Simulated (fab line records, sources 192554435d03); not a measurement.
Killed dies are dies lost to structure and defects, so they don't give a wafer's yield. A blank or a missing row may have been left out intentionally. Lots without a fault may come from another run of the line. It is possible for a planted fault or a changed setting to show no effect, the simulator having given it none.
fab line records -- flow n5-finfet
record: lots: 12, wafers: 33, last-day: 18
route steps=1938 shown MIM_TOP_LITHO@1848 MIM_TOP_ETCH@1853 PASSIVATION@1929
lots that met no fault: taken from a fault-free run of the same line
start-h: the number of hours between the record's first day and the start of the first shown wafer of the lot -- wait-h: time in hours since the lot's previous step -- " as in the row above -- L1.1+2: one row covering several wafers at once -- - no value present, or no start provided -- * or withheld: withheld -- < > ~ a bound
route shown NAME@n: a module of which the file shows steps, and the number in the route of the first -- usual: mean/standard deviation of fault-free wafers -- same: alike in all rows -- chamber/n: place in a boat -- sites: the reading at each site -- _std_site: their standard deviation -- _edge_site: outer sites' mean less inner sites' -- radius-mm: how far each site lies from the wafer's centre -- mask NAME#n: copy n -- behind: tool/chamber where the wafer was last shaped -- hold: what put the lot on hold/how long, in hours/how the hold closed -- device: the n, p or np transistor that did not switch -- end of line: tests of these same wafers at the route's end -- for a step that has no rows: nothing shown but its recipe -- killed: not the wafer's yield, but the dies lost to structure and defects at the first sort -- map: a wafer's dies, marking killed ones x, the rest . and places with no die _
set.NAME: the setting that was run; set.NAME@STEP: the one run at that earlier step -- model.NAME: the simulator's own value behind a step, which no gauge read
the route's steps for a sample of lots (tables are steps, rows are wafers)
services: when a tool's chamber went out of use (start-h, in hours from the record's first day, below 0 if earlier), for how many hours, and the reason
== steps ==
step: N5_MIM_TOP_LITHO_OVL_MEAS_11
recipe: points-per-wafer: 44
usual: MIM_TOP_OVL: -1/4.4
lot.wafer,tool,chamber,start-h,wait-h,MIM_TOP_OVL[nm]
L886.3,overlay-01,0,257.13,0.0,0
L886.4,overlay-01,0,257.13,0.0,-7
L886.5,overlay-01,0,257.13,0.0,-2
L889.1,overlay-01,0,288.35,0.0,4
L889.3,overlay-01,0,288.35,0.0,4
L889.4,overlay-01,0,288.35,0.0,-2
L890.2,overlay-01,0,289.47,0.0,1
L890.3,overlay-01,0,289.47,0.0,3
L890.4,overlay-01,0,289.47,0.0,-7
L891.2,overlay-01,0,300.54,0.0,3
L891.3,overlay-01,0,300.54,0.0,-10
L891.4,overlay-01,0,300.54,0.0,-2
L899.1,overlay-02,0,347.21,0.0,4
L899.2,overlay-02,0,347.21,0.0,3
L899.5,overlay-02,0,347.21,0.0,2
L898.3,overlay-01,0,352.07,0.0,8
L898.4,overlay-01,0,352.07,0.0,0
L898.5,overlay-01,0,352.07,0.0,4
L900.4,overlay-01,0,374.26,0.0,-4
L900.5,overlay-01,0,374.26,0.0,-3
L901.4,overlay-02,0,374.30,0.0,-1
L901.5,overlay-02,0,374.30,0.0,-2
L901.6,overlay-02,0,374.30,0.0,-2
L906.4,overlay-02,0,392.65,0.0,2
L906.5,overlay-02,0,392.65,0.0,-1
L904.1,overlay-01,0,396.70,0.0,3
L904.4,overlay-01,0,396.70,0.0,8
L904.5,overlay-01,0,396.70,0.0,-1
L907.1,overlay-02,0,410.67,0.0,-6
L907.3,overlay-02,0,410.67,0.0,-1
L908.2,overlay-01,0,422.10,0.0,5
L908.4,overlay-01,0,422.10,0.0,-5
L908.5,overlay-01,0,422.10,0.0,0
step: N5_MIM_TOP_LITHO_INSPECT_12
recipe: mode: adi, inspect-instrument: macro
usual: raw-defect-count: 1.9/1.5
lot.wafer,tool,chamber,start-h,wait-h,raw-defect-count
L886.3,defect-inspect-02,-,257.15,0.0,3
L886.4,defect-inspect-02,-,257.15,0.0,5
L886.5,defect-inspect-02,-,257.15,0.0,0
L889.1,defect-inspect-02,-,288.45,0.1,3
L889.3,defect-inspect-02,-,288.45,0.1,2
L889.4,defect-inspect-02,-,288.45,0.1,1
L890.2,defect-inspect-02,-,289.49,0.0,1
L890.3,defect-inspect-02,-,289.49,0.0,1
L890.4,defect-inspect-02,-,289.49,0.0,0
L891.2,defect-inspect-02,-,300.57,0.0,1
L891.3,defect-inspect-02,-,300.57,0.0,3
L891.4,defect-inspect-02,-,300.57,0.0,4
L899.1,defect-inspect-02,-,347.23,0.0,1
L899.2,defect-inspect-02,-,347.23,0.0,2
L899.5,defect-inspect-02,-,347.23,0.0,0
L898.3,defect-inspect-01,-,352.09,0.0,3
L898.4,defect-inspect-01,-,352.09,0.0,0
L898.5,defect-inspect-01,-,352.09,0.0,5
L900.4,defect-inspect-02,-,374.28,0.0,3
L900.5,defect-inspect-02,-,374.28,0.0,3
L901.4,defect-inspect-01,-,374.32,0.0,3
L901.5,defect-inspect-01,-,374.32,0.0,1
L901.6,defect-inspect-01,-,374.32,0.0,2
L906.4,defect-inspect-01,-,392.67,0.0,2
L906.5,defect-inspect-01,-,392.67,0.0,0
L904.1,defect-inspect-02,-,396.73,0.0,1
L904.4,defect-inspect-02,-,396.73,0.0,2
L904.5,defect-inspect-02,-,396.73,0.0,1
L907.1,defect-inspect-02,-,410.69,0.0,0
L907.3,defect-inspect-02,-,410.69,0.0,1
L908.2,defect-inspect-01,-,422.13,0.0,2
L908.4,defect-inspect-01,-,422.13,0.0,1
L908.5,defect-inspect-01,-,422.13,0.0,0
step: N5_MIM_TOP_ETCH_PECVD_03
recipe: material: SiNx, target-thk-a: 200, temp-c: 400, precursor: SiH4/NH3/N2, pressure-torr: 1.5, rf-w: 300, time-s: 17.6
usual: heater-power-outer-w: 466/41, heater-power-w: 766/63, rf-fwd-power-W: 296.6/1.3, showerhead-plenum-p-Torr: 5.14/0.066, throttle-valve-pct: 38.7/1.7
same: time-s: 17.6
lot.wafer,tool,chamber,start-h,wait-h,heater-power-outer-w,heater-power-w,rf-fwd-power-W,showerhead-plenum-p-Torr,throttle-valve-pct
L886.3,pecvd-02,2,257.47,-,412,731,298.3,5.09,39.8
L886.4,pecvd-02,1,257.47,-,554,877,293.6,5.16,41.7
L886.5,pecvd-02,0,257.47,-,415,668,296.1,5.11,40.3
L889.1,pecvd-04,2,289.03,-,546,876,296.0,5.13,35.6
L889.3,pecvd-04,0,289.03,-,527,771,299.2,5.07,38.3
L889.4,pecvd-04,2,289.03,-,550,896,296.6,5.14,35.4
L890.2,pecvd-03,2,289.87,-,394,673,297.9,5.23,36.8
L890.3,pecvd-03,2,289.87,-,401,680,297.9,5.23,37.0
L890.4,pecvd-03,0,289.87,-,479,837,295.3,5.26,39.9
L891.2,pecvd-02,0,301.02,-,457,706,296.6,5.11,40.3
L891.3,pecvd-02,1,301.02,-,483,824,294.4,5.18,42.0
L891.4,pecvd-02,1,301.02,-,492,820,293.8,5.17,42.2
L899.1,pecvd-02,2,347.65,-,438,752,296.2,5.09,40.0
L899.2,pecvd-02,0,347.65,-,453,700,294.9,5.10,40.3
L899.5,pecvd-02,2,347.65,-,441,760,296.3,5.09,40.0
L898.3,pecvd-04,1,352.46,-,411,729,295.4,5.04,38.1
L898.4,pecvd-04,2,352.46,-,546,891,298.3,5.14,36.3
L898.5,pecvd-04,1,352.46,-,426,696,295.4,5.03,38.3
L900.4,pecvd-03,1,374.68,-,433,725,296.1,5.17,37.5
L900.5,pecvd-03,1,374.68,-,454,738,295.6,5.19,37.2
L901.4,pecvd-03,1,374.91,-,488,804,296.4,5.17,37.1
L901.5,pecvd-03,1,374.91,-,480,783,296.4,5.16,37.6
L901.6,pecvd-03,2,374.91,-,477,759,297.5,5.20,37.1
L906.4,pecvd-02,0,393.16,-,406,678,297.2,5.10,40.2
L906.5,pecvd-02,0,393.16,-,420,683,296.9,5.11,40.4
L904.1,pecvd-02,2,397.31,-,476,799,295.8,5.08,40.2
L904.4,pecvd-02,2,397.31,-,477,823,296.1,5.08,40.2
L904.5,pecvd-02,2,397.31,-,472,803,295.4,5.08,40.2
L907.1,pecvd-03,2,411.04,-,513,802,296.8,5.21,37.5
L907.3,pecvd-03,1,411.04,-,490,769,295.6,5.18,37.6
L908.2,pecvd-03,1,422.46,-,473,794,298.2,5.17,37.3
L908.4,pecvd-03,0,422.46,-,458,797,298.1,5.26,40.2
L908.5,pecvd-03,1,422.46,-,482,785,296.9,5.18,37.2
step: N5_PASSIVATION_PASS_ETCH_47
recipe: chemistry: CF4/O2, target: SiNx, target-depth-a: 7700, time-s: 385, ion-energy-ev: 100, pressure-mtorr: 40, source-w: 535, bias-w: 49, Ar_flow_sccm: 100, cf4-flow-sccm: 100, O2_flow_sccm: 10
usual: cf4-flow-sccm: 100.03/0.29, drypump-motor-current-A: 5.6/0.45, oes_f_703_au: 0.78/0.072, oes-product-au: 0.79/0.066, rf-fwd-power-W: 534.1/1.6, rf-vpp-V: 244/8.2, showerhead-plenum-p-Torr: 2.20/0.057, throttle-valve-pct: 15.73/0.24
same: time-s: 385
lot.wafer,tool,chamber,start-h,wait-h,cf4-flow-sccm,drypump-motor-current-A,oes_f_703_au,oes-product-au,rf-fwd-power-W,rf-hours-counter-h,rf-vpp-V,showerhead-plenum-p-Torr,throttle-valve-pct
L886.3,rie-diel-02,3,265.43,0.0,100.74,6.1,0.66,0.69,536.4,225,243,2.17,16.11
L886.4,rie-diel-02,2,265.43,0.0,100.02,6.2,0.78,0.84,533.5,49,255,2.17,15.46
L886.5,rie-diel-02,3,265.43,0.0,100.69,6.1,0.66,0.68,534.5,-,241,2.17,16.11
L890.2,rie-diel-02,1,296.33,0.0,99.76,5.4,1.00,0.80,661.7,116,217,2.12,15.45
L890.3,rie-diel-02,3,296.33,0.0,99.81,6.1,0.84,0.71,662.6,237,217,2.17,16.14
L890.4,rie-diel-02,0,296.33,0.0,100.03,6.2,1.10,0.89,664.6,57,217,2.14,16.03
L889.1,rie-diel-01,3,297.42,0.0,100.26,4.8,0.76,0.74,533.5,139,230,2.20,15.49
L889.3,rie-diel-01,2,297.42,0.0,100.25,5.6,0.83,0.83,534.2,71,240,2.23,15.78
L889.4,rie-diel-01,1,297.42,0.0,100.06,5.5,0.79,0.83,533.3,53,257,2.24,15.40
L891.2,rie-diel-02,3,308.44,0.0,100.06,6.1,0.84,0.71,664.4,242,217,2.17,16.14
L891.3,rie-diel-02,0,308.44,0.0,100.74,6.2,1.10,0.88,660.5,61,217,2.14,16.06
L891.4,rie-diel-02,1,308.44,0.0,100.44,5.4,0.99,0.81,662.2,121,216,2.12,15.45
L899.1,rie-diel-01,2,353.63,0.0,99.90,5.6,0.80,0.80,534.0,91,240,2.23,15.82
L899.2,rie-diel-01,3,353.63,0.0,99.99,4.8,0.75,0.72,534.7,160,230,2.19,15.52
L899.5,rie-diel-01,2,353.63,0.0,100.20,5.6,0.80,0.81,533.2,-,239,2.23,15.82
L898.3,rie-diel-01,3,358.12,0.0,99.93,4.8,0.75,0.73,535.1,162,230,2.19,15.52
L898.4,rie-diel-01,2,358.12,0.0,99.84,5.6,0.80,0.81,533.2,94,240,2.22,15.82
L898.5,rie-diel-01,0,358.12,0.0,99.73,5.7,0.66,0.68,534.8,-,254,2.27,15.97
L900.4,rie-diel-02,2,383.38,0.0,99.95,6.2,0.73,0.78,535.3,96,254,2.15,15.53
L900.5,rie-diel-02,2,383.38,0.0,100.11,6.2,0.73,0.78,537.4,-,254,2.15,15.53
L901.4,rie-diel-01,2,383.67,0.0,100.15,5.6,0.79,0.79,535.8,101,240,2.22,15.84
L901.5,rie-diel-01,1,383.67,0.0,99.79,5.5,0.77,0.81,536.0,-,257,2.23,15.43
L901.6,rie-diel-01,0,383.67,0.0,99.71,5.6,0.67,0.67,533.4,-,254,2.26,15.98
L906.4,rie-diel-02,2,399.49,0.0,100.49,6.2,0.73,0.77,533.1,101,255,2.15,15.56
L906.5,rie-diel-02,3,399.49,0.0,100.31,6.1,0.89,0.94,536.1,-,242,2.16,15.72
L904.1,rie-diel-02,3,403.15,0.0,99.82,6.1,0.89,0.94,535.7,10,242,2.16,15.71
L904.4,rie-diel-02,0,403.15,0.0,99.52,6.2,0.82,0.80,533.8,97,241,2.13,16.13
L904.5,rie-diel-02,0,403.15,0.0,99.65,6.2,0.82,0.80,538.3,-,241,2.13,16.11
L907.1,rie-diel-01,1,416.94,0.0,99.36,5.5,0.76,0.79,535.9,92,257,2.22,15.47
L907.3,rie-diel-01,3,416.94,0.0,99.95,4.8,0.73,0.70,534.3,183,230,2.18,15.56
L908.2,rie-diel-04,1,427.62,0.0,99.89,5.2,0.82,0.80,533.1,101,237,2.32,15.81
L908.4,rie-diel-04,3,427.62,0.0,99.89,5.6,0.89,0.86,533.4,66,233,2.25,15.83
L908.5,rie-diel-04,2,427.62,0.0,100.10,4.9,0.73,0.75,531.7,-,248,2.20,15.61
step: N5_PASSIVATION_PROBE_49
usual: defect-limited-yield: 91.5/1.5, killed_at_M0_to_M3: 32/10, killed_at_M4_up: 13/4.9, killed-at-contacts: 13/6.1, killed-at-front-end: 38/11, killed-at-other: 3/3.2, killed-dies: 101/18, killed-open: 66/13, killed-short: 32/8.3, sort_bin_5_function: 5.0/1, sort_bin_6_memory: 3.2/0.74, sort-n-pass: 1078/22, sort-yield-pct: 91.3/1.9
same: gross-dies: 1180, killed-at-back-side: 0, sort_bin_4_leakage[%]: 0, sort_bin_8_speed[%]: 0
lot.wafer,tool,chamber,start-h,wait-h,defect-limited-yield[%],killed_at_M0_to_M3,killed_at_M4_up,killed-at-contacts,killed-at-front-end,killed-at-other,killed-dies,killed-open,killed-short,sort_bin_5_function[%],sort_bin_6_memory[%],sort-n-pass,sort-yield-pct[%]
L890.3,prober-02,-,299.44,0.1,87.5,29,14,36,60,8,147,81,58,6.2,5.5,1033,87.5
L890.4,prober-02,-,299.49,0.2,91.4,24,18,13,41,6,102,74,22,4.7,3.7,1078,91.4
L899.1,prober-01,-,356.65,0.0,90.8,28,14,23,39,5,109,72,26,5.4,2.9,1071,90.8
L899.2,prober-01,-,356.70,0.1,92.2,24,11,28,29,0,92,66,23,4.3,3.2,1088,92.2
L899.5,prober-01,-,356.85,0.2,90.6,32,21,17,35,6,111,66,41,4.7,4.4,1069,90.6
killed by level:class
L890.3 MOL_CONTACT_COAG:geometric-particle:open=27 FIN_SAQP:geometric-particle:short=16 FIN_SAQP:geometric-particle:open=14 MOL_CONTACT_COAG:geometric-particle:short=7 BEOL_M0_SAQP:geometric-particle:short=7 BEOL_M0_SAQP:geometric-particle:open=7 DUMMY_GATE:geometric-particle:open=5 BEOL_M1:geometric-particle:open=5
L890.4 MOL_CONTACT_COAG:geometric-particle:open=12 FIN_SAQP:geometric-particle:open=10 FIN_SAQP:geometric-particle:short=8 DUMMY_GATE:geometric-particle:open=7 BEOL_M2:geometric-particle:open=7 STI_FIN_REVEAL:geometric-particle:open=6 BEOL_M1:geometric-particle:open=4 BEOL_M4:geometric-particle:open=4
L899.1 MOL_CONTACT_COAG:geometric-particle:open=19 BEOL_M3:geometric-particle:open=14 FIN_SAQP:geometric-particle:short=11 HKMG_FIN:area-etch=8 STI_FIN_REVEAL:geometric-particle:open=7 FIN_SAQP:geometric-particle:open=5 BEOL_M0_SAQP:geometric-particle:open=4 MOL_CONTACT_COAG:geometric-particle:short=3
L899.2 MOL_CONTACT_COAG:geometric-particle:open=23 BEOL_M3:geometric-particle:open=7 FIN_SAQP:geometric-particle:short=6 FIN_SAQP:geometric-particle:open=6 STI_FIN_REVEAL:geometric-particle:short=5 BEOL_M0_SAQP:geometric-particle:open=5 MOL_CONTACT_COAG:geometric-particle:short=4 BEOL_M1:geometric-particle:open=4
L899.5 MOL_CONTACT_COAG:geometric-particle:open=14 BEOL_M3:geometric-particle:open=11 BEOL_M4:geometric-particle:open=8 STARTING-WAFER:geometric-particle:short=7 FIN_SAQP:geometric-particle:open=6 BEOL_M0_SAQP:geometric-particle:short=6 STI_FIN_REVEAL:geometric-particle:open=5 BEOL_M0_SAQP:geometric-particle:open=4
== services ==
tool,chamber,start-h,hours,kind
rie-diel-02,-,236.00,4.0,repair
rie-diel-04,-,260.98,14.6,pm
pecvd-02,-,271.36,6.0,pm
rie-diel-04,3,277.80,22.7,repair
rie-diel-04,-,278.13,2.0,repair
pecvd-03,2,293.08,6.2,repair
pecvd-04,-,308.81,2.8,pm
pecvd-04,-,312.50,1.0,repair
rie-diel-04,3,321.91,5.7,repair
pecvd-02,-,324.30,4.8,repair
rie-diel-01,1,325.21,10.6,repair
rie-diel-02,3,333.97,-,clean
rie-diel-02,3,333.97,-,consumable-replace:focus-ring
rie-diel-02,3,333.97,38.0,scheduled-down
rie-diel-04,1,338.19,8.8,repair
rie-diel-02,1,353.41,5.8,repair
pecvd-03,2,354.14,3.8,repair
pecvd-02,-,358.15,0.5,repair
rie-diel-01,-,372.40,2.8,pm
pecvd-03,-,380.21,3.3,repair
rie-diel-01,-,389.62,0.6,repair
rie-diel-04,1,389.83,7.0,repair
rie-diel-01,0,394.29,2.7,repair
rie-diel-02,-,395.15,2.5,repair
== key ==
first-sign: step: N5_PASSIVATION_PASS_ETCH_47, reading: rf-fwd-power-W, direction: up, sigmas: 80, usual: *, struck: *
effect: step: N5_PASSIVATION_PASS_ETCH_47, reading: rf-vpp-V, direction: down, sigmas: 3.3, usual: 244, struck: 217
met-at N5_PASSIVATION_PASS_ETCH_47
struck-lots L890,L891
not-acting-at N5_MIM_TOP_LITHO_OVL_MEAS_11,N5_MIM_TOP_LITHO_INSPECT_12,N5_MIM_TOP_ETCH_PECVD_03
onset-between 265.43 296.33
fault: kind: process-parameter-drift, tool: rie-diel-02, chamber: -, onset-h: 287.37, steps: N5_PASSIVATION_PASS_ETCH_47, channel: source-w, offset: 128.4, shape: step, end-h: 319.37, acts-in: these-recipes-only, stated: 535
